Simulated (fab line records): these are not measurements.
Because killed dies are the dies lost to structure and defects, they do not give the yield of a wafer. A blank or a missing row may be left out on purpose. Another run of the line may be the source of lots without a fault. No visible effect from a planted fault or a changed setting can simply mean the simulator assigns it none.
Which tool was responsible?    flow n5-finfet    24 lots, 72 wafers sampled, at 6 steps of a route of 1938

## WHAT THE GAUGES READ, wafer by wafer
N5_BEOL_M12_OVL_MEAS_29. Usual: M12_OVL gives 1 nm (standard deviation 5.5).
lot   measured      on          M12_OVL (nm)  flag
L074  day 11 18:21  overlay-01  -2 -1 4       
L075  day 11 18:43  overlay-01  7 9 4         
L078  day 13 19:02  overlay-01  -3 -2 0       
L077  day 14 01:01  overlay-02  8 1 5         
L080  day 14 18:13  overlay-01  0 -2 -6       
L079  day 14 19:38  overlay-02  5 0 -6        
L081  day 15 04:07  overlay-02  0 -2 0        
L082  day 15 12:38  overlay-02  -1 5 2        
L083  day 15 21:36  overlay-02  6 6 9         
L085  day 16 07:37  overlay-02  -3 -3 -1      
L084  day 16 10:16  overlay-02  -6 4 -3       
L087  day 16 10:19  overlay-02  2 4 0         
L086  day 16 12:32  overlay-01  -2 5 4        
L089  day 16 18:52  overlay-02  2 6 0         
L076  day 16 19:39  overlay-01  0 3 -1        
L090  day 17 04:13  overlay-01  2 -5 1        
L091  day 17 20:26  overlay-02  7 -3 5        
L088  day 17 23:35  overlay-02  12 0 4        
L092  day 18 00:01  overlay-01  -4 -3 -5      
L095  day 18 04:55  overlay-02  8 1 0         
L093  day 18 06:36  overlay-01  11 16 14      
L096  day 18 06:52  overlay-01  0 -9 2        
L094  day 18 08:36  overlay-01  7 -5 -3       
L097  day 18 12:33  overlay-02  -13 -12 -10   

N5_BEOL_M14_OVL_MEAS_11. Usual: V13_OVL gives 0 nm (standard deviation 5.7).
lot   measured      on          V13_OVL (nm)  flag
L074  day 12 01:14  overlay-01  -7 -12 -4     
L075  day 12 03:46  overlay-01  -2 5 8        
L078  day 14 05:55  overlay-01  8 5 6         
L077  day 14 10:16  overlay-01  2 -2 4        
L080  day 15 09:23  overlay-02  5 -1 -2       
L079  day 15 09:37  overlay-02  -5 -7 -9      
L081  day 15 22:19  overlay-02  -8 -2 -6      
L082  day 16 02:14  overlay-02  5 -1 2        
L083  day 16 09:22  overlay-02  -1 -1 3       
L085  day 16 18:35  overlay-02  1 -2 1        
L084  day 16 21:02  overlay-01  3 -2 -13      
L087  day 16 23:22  overlay-01  0 -1 -4       
L086  day 16 23:42  overlay-02  8 8 11        
L089  day 17 03:11  overlay-02  4 2 -1        
L076  day 17 04:26  overlay-01  -4 -7 -2      
L090  day 17 12:19  overlay-02  1 -1 -5       
L091  day 18 06:41  overlay-02  1 -8 -1       
L088  day 18 09:28  overlay-02  10 9 12       
L092  day 18 12:23  overlay-02  -2 0 8        
L095  day 18 12:57  overlay-01  2 6 13        
L093  day 18 19:32  overlay-02  -2 -3 -5      
L096  day 18 22:14  overlay-02  -2 -4 9       
L094  day 18 22:47  overlay-02  -2 -3 -4      
L097  day 19 03:32  overlay-01  2 -1 2        

N5_BEOL_M14_RS_MEAS_54: the measuring method here is four-point-probe. Usual: M14_RS gives 0.0332 ohm/sq (standard deviation 0.00085).
lot   measured      on             M14_RS (ohm/sq)       flag
L074  day 12 05:56  film-metro-02  0.0320 0.0340 0.0337  
L075  day 12 06:58  film-metro-02  0.0318 0.0321 0.0313  
L078  day 14 09:44  film-metro-02  0.0329 0.0331 0.0332  
L077  day 14 15:44  film-metro-02  0.0346 0.0325 0.0349  
L080  day 15 13:23  film-metro-01  0.0345 0.0335 0.0346  
L079  day 15 13:40  film-metro-02  0.0335 0.0332 0.0318  
L081  day 16 02:54  film-metro-02  0.0334 0.0341 0.0325  
L082  day 16 07:52  film-metro-01  0.0325 0.0340 0.0351  
L083  day 16 16:19  film-metro-02  0.0334 0.0332 0.0316  
L085  day 16 23:12  film-metro-01  0.0334 0.0330 0.0333  
L084  day 17 01:47  film-metro-02  0.0322 0.0343 0.0325  
L087  day 17 02:55  film-metro-01  0.0347 0.0333 0.0347  
L086  day 17 06:10  film-metro-02  0.0328 0.0336 0.0333  
L089  day 17 07:33  film-metro-02  0.0326 0.0343 0.0320  
L076  day 17 12:06  film-metro-01  0.0334 0.0323 0.0329  
L090  day 17 18:43  film-metro-01  0.0331 0.0336 0.0331  
L091  day 18 11:52  film-metro-01  0.0332 0.0335 0.0321  
L088  day 18 17:58  film-metro-02  0.0325 0.0351 0.0329  
L092  day 18 18:26  film-metro-02  0.0326 0.0341 0.0351  
L095  day 18 18:43  film-metro-02  0.0334 0.0323 0.0331  
L093  day 19 01:53  film-metro-02  0.0330 0.0332 0.0335  
L096  day 19 02:23  film-metro-02  0.0329 0.0331 0.0352  
L094  day 19 06:42  film-metro-02  0.0354 0.0328 0.0331  
L097  day 19 09:18  film-metro-01  0.0321 0.0334 0.0334  

## EACH LOT AND THE TOOL THAT RAN IT (in order: tool; ch and the chambers of the sampled wafers; start)
lot   N5_BEOL_M12_SPUTTER_43        N5_BEOL_M12_SPUTTER_44        N5_BEOL_M14_ILD_DEP_00
L074  pvd-sputter-02, day 11 19:32  pvd-sputter-02, day 11 19:37  pecvd-03 ch 0,1, day 12 00:31
L075  pvd-sputter-02, day 11 22:14  pvd-sputter-02, day 11 22:19  pecvd-04 ch 1,2, day 12 03:14
L078  pvd-sputter-03, day 13 22:31  pvd-sputter-03, day 13 22:36  pecvd-02 ch 0,1,2, day 14 05:16
L077  pvd-sputter-01, day 14 03:40  pvd-sputter-01, day 14 03:44  pecvd-02 ch 0,1,2, day 14 09:49
L080  pvd-sputter-02, day 14 21:20  pvd-sputter-02, day 14 21:25  pecvd-03 ch 0,1,2, day 15 08:44
L079  pvd-sputter-01, day 14 21:29  pvd-sputter-01, day 14 21:34  pecvd-03 ch 1,2, day 15 09:05
L081  pvd-sputter-02, day 15 07:38  pvd-sputter-02, day 15 07:43  pecvd-04 ch 0,1, day 15 21:43
L082  pvd-sputter-03, day 15 18:28  pvd-sputter-03, day 15 18:32  pecvd-03 ch 0,1,2, day 16 01:35
L083  pvd-sputter-01, day 16 02:08  pvd-sputter-01, day 16 02:13  pecvd-02 ch 0,1, day 16 08:50
L085  pvd-sputter-02, day 16 09:48  pvd-sputter-02, day 16 09:53  pecvd-04 ch 0,1, day 16 17:56
L084  pvd-sputter-02, day 16 15:17  pvd-sputter-02, day 16 15:22  pecvd-02 ch 1,2, day 16 20:30
L087  pvd-sputter-02, day 16 15:38  pvd-sputter-02, day 16 15:43  pecvd-04 ch 0,1, day 16 22:50
L086  pvd-sputter-03, day 16 15:39  pvd-sputter-03, day 16 15:44  pecvd-03 ch 0,1,2, day 16 23:02
L089  pvd-sputter-03, day 16 20:49  pvd-sputter-03, day 16 20:53  pecvd-03 ch 1,2, day 17 02:40
L076  pvd-sputter-01, day 16 21:48  pvd-sputter-01, day 16 21:53  pecvd-02 ch 0,2, day 17 03:54
L090  pvd-sputter-01, day 17 05:30  pvd-sputter-01, day 17 05:35  pecvd-03 ch 1,2, day 17 11:47
L091  pvd-sputter-02, day 17 23:54  pvd-sputter-02, day 17 23:59  pecvd-02 ch 1,2, day 18 06:01
L088  pvd-sputter-03, day 18 03:05  pvd-sputter-03, day 18 03:10  pecvd-03 ch 0,1,2, day 18 08:49
L092  pvd-sputter-02, day 18 03:07  pvd-sputter-02, day 18 03:12  pecvd-02 ch 0,1,2, day 18 11:44
L095  pvd-sputter-03, day 18 06:32  pvd-sputter-03, day 18 06:37  pecvd-04 ch 0,1,2, day 18 12:18
L093  pvd-sputter-03, day 18 10:38  pvd-sputter-03, day 18 10:43  pecvd-04 ch 1,2, day 18 19:01
L096  pvd-sputter-03, day 18 13:56  pvd-sputter-03, day 18 14:01  pecvd-02 ch 0,1,2, day 18 21:43
L094  pvd-sputter-02, day 18 14:04  pvd-sputter-02, day 18 14:09  pecvd-04 ch 1,2, day 18 22:16
L097  pvd-sputter-02, day 18 16:26  pvd-sputter-02, day 18 16:31  pecvd-02 ch 0,1, day 19 03:01
- N5_BEOL_M12_SPUTTER_43: material TaN, target thk 15 nm, time 24.19 s.
- N5_BEOL_M12_SPUTTER_44: material Ta, target thk 10 nm, time 16.13 s.
- N5_BEOL_M14_ILD_DEP_00: deposits SiO2 from TEOS/O2, target thk 1119.3 nm, time 237.4 s.

## WHAT THE TOOLS THEMSELVES READ (means of the sampled wafers that have a number; where no wafer has one, the mark that the record gives instead)
N5_BEOL_M12_SPUTTER_43. Usual: 30.3 % for throttle-valve-pct, sd 0.73.
lot   tool            throttle-valve-pct (%)  flag
L074  pvd-sputter-02  30.0                    
L075  pvd-sputter-02  30.1                    
L078  pvd-sputter-03  30.3                    
L077  pvd-sputter-01  30.1                    
L080  pvd-sputter-02  31.0                    
L079  pvd-sputter-01  29.7                    
L081  pvd-sputter-02  30.6                    
L082  pvd-sputter-03  30.1                    
L083  pvd-sputter-01  30.5                    
L085  pvd-sputter-02  30.9                    
L084  pvd-sputter-02  30.4                    
L087  pvd-sputter-02  30.0                    
L086  pvd-sputter-03  30.4                    
L089  pvd-sputter-03  30.1                    
L076  pvd-sputter-01  30.5                    
L090  pvd-sputter-01  30.6                    
L091  pvd-sputter-02  29.9                    
L088  pvd-sputter-03  29.6                    
L092  pvd-sputter-02  30.7                    
L095  pvd-sputter-03  30.3                    
L093  pvd-sputter-03  30.6                    
L096  pvd-sputter-03  30.3                    
L094  pvd-sputter-02  30.1                    
L097  pvd-sputter-02  30.3                    

N5_BEOL_M12_SPUTTER_44. Usual: 30.3 % for throttle-valve-pct, sd 0.74.
lot   tool            throttle-valve-pct (%)  flag
L074  pvd-sputter-02  30.0                    
L075  pvd-sputter-02  30.0                    
L078  pvd-sputter-03  30.2                    
L077  pvd-sputter-01  30.0                    
L080  pvd-sputter-02  31.0                    
L079  pvd-sputter-01  29.7                    
L081  pvd-sputter-02  30.5                    
L082  pvd-sputter-03  30.3                    
L083  pvd-sputter-01  30.2                    
L085  pvd-sputter-02  30.8                    
L084  pvd-sputter-02  30.7                    
L087  pvd-sputter-02  30.1                    
L086  pvd-sputter-03  30.3                    
L089  pvd-sputter-03  30.0                    
L076  pvd-sputter-01  30.5                    
L090  pvd-sputter-01  30.5                    
L091  pvd-sputter-02  29.8                    
L088  pvd-sputter-03  29.4                    
L092  pvd-sputter-02  30.8                    
L095  pvd-sputter-03  30.4                    
L093  pvd-sputter-03  30.5                    
L096  pvd-sputter-03  30.6                    
L094  pvd-sputter-02  30.0                    
L097  pvd-sputter-02  30.4                    

N5_BEOL_M14_ILD_DEP_00. Usual: heater-power-w 585 W, standard deviation 91; rf-fwd-power-W 898.0 W, standard deviation 2.4; showerhead-plenum-p-Torr 8.35 Torr, standard deviation 0.044; throttle-valve-pct 18.9 %, standard deviation 0.95.
lot   tool      heater-power-w (W)  rf-fwd-power-W (W)  showerhead-plenum-p-Torr (Torr)  throttle-valve-pct (%)  flag
L074  pecvd-03  600                 897.7               8.35                             18.8                    
L075  pecvd-04  620                 898.0               8.40                             19.4                    
L078  pecvd-02  565                 898.1               8.34                             19.1                    
L077  pecvd-02  583                 899.0               8.35                             19.1                    
L080  pecvd-03  489                 899.1               8.35                             18.5                    
L079  pecvd-03  510                 898.3               8.36                             18.3                    
L081  pecvd-04  717                 898.1               8.34                             19.6                    
L082  pecvd-03  578                 896.8               8.36                             18.6                    
L083  pecvd-02  519                 899.6               8.33                             19.2                    
L085  pecvd-04  779                 896.9               8.35                             20.2                    
L084  pecvd-02  569                 898.1               8.38                             19.0                    
L087  pecvd-04  700                 897.0               8.37                             20.0                    
L086  pecvd-03  563                 899.0               8.33                             18.5                    
L089  pecvd-03  555                 895.5               8.34                             18.5                    
L076  pecvd-02  587                 897.2               8.32                             18.6                    
L090  pecvd-03  523                 898.4               8.37                             18.1                    
L091  pecvd-02  567                 898.9               8.41                             18.1                    
L088  pecvd-03  530                 897.0               8.34                             18.5                    
L092  pecvd-02  528                 900.6               8.35                             18.2                    
L095  pecvd-04  689                 896.3               8.36                             19.6                    
L093  pecvd-04  726                 899.0               8.38                             20.3                    
L096  pecvd-02  576                 899.5               8.35                             18.1                    
L094  pecvd-04  672                 896.6               8.38                             20.2                    
L097  pecvd-02  516                 899.0               8.31                             18.2                    

## THE ANSWER, worked out from the rows above alone
Rule: lot off if the mean of its wafers having a number is beyond 3 standard deviations from the usual mean. A lot without any number at a reading at which 4 lots or more have one is off too. Where the step has rows for the other lots, those lots are counted as sound. The gauges are gone through in route order, then the tools' own readings, and for those a lot's mean is taken as printed above. The first step at which some lot is off is used, and at that step the reading that is off furthest; a lot without a number counts as furthest.
Nothing can be told from this: no lot is off at any reading shown.

## WHAT THE SIMULATOR PUT IN
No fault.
